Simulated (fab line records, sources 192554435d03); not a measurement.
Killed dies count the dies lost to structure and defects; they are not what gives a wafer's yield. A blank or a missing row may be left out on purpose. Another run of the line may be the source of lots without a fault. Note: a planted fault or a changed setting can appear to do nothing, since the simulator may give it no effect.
Chamber matching | flow n5 finfet | 3 sister chambers for N5_BEOL_M9_CURE_72 on uv cure-03
The step cures SiCOH lowk, time 120 s. 3 wafers are shown with their chamber, then 8 later ones without.

== WAFERS PAIRED WITH THEIR CHAMBERS ==
wafer  | chamber | wafer_temp_C_max
L088.5 | 2       | 372.2
L092.5 | 0       | 372.7
L093.2 | 1       | 372.2

== WAFERS WHOSE CHAMBER IS MISSING ==
wafer  | wafer_temp_C_max
L093.4 | 372.5
L093.6 | 372.5
L095.1 | 372.3
L095.3 | 372.1
L095.4 | 372.1
L097.1 | 372.0
L097.4 | 371.9
L097.5 | 372.0

== THE CHAMBER EACH PASSED THROUGH ==
wafer  | from the rows above          | in truth
L093.4 | can't be placed: 0 or 1 or 2 | 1
L093.6 | can't be placed: 0 or 1 or 2 | 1
L095.1 | can't be placed: 1 or 2 or 0 | 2
L095.3 | can't be placed: 1 or 2      | 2
L095.4 | can't be placed: 1 or 2      | 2
L097.1 | can't be placed: 1 or 2      | 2
L097.4 | can't be placed: 1 or 2      | 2
L097.5 | can't be placed: 1 or 2      | 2
Correctly placed: 0 of 8. Cannot be placed on the basis of these rows: 8; the candidates contain the true chamber in 8. 0 placed wrongly.
How it was worked out, from the rows above alone: a wafer's distance from a chamber is the root of the sum, over the readings, of the square of ((its reading less the chamber's mean) divided by the reading's scatter). The wafer belongs to the nearest chamber; if the next one is less than 2 further off, it can't be placed. For every chamber, the mean is computed from those of its wafers that are shown. The scatter (one wafer shown for each chamber): square how far every hidden wafer sits from the nearest shown wafer, average those squares and take the square root.
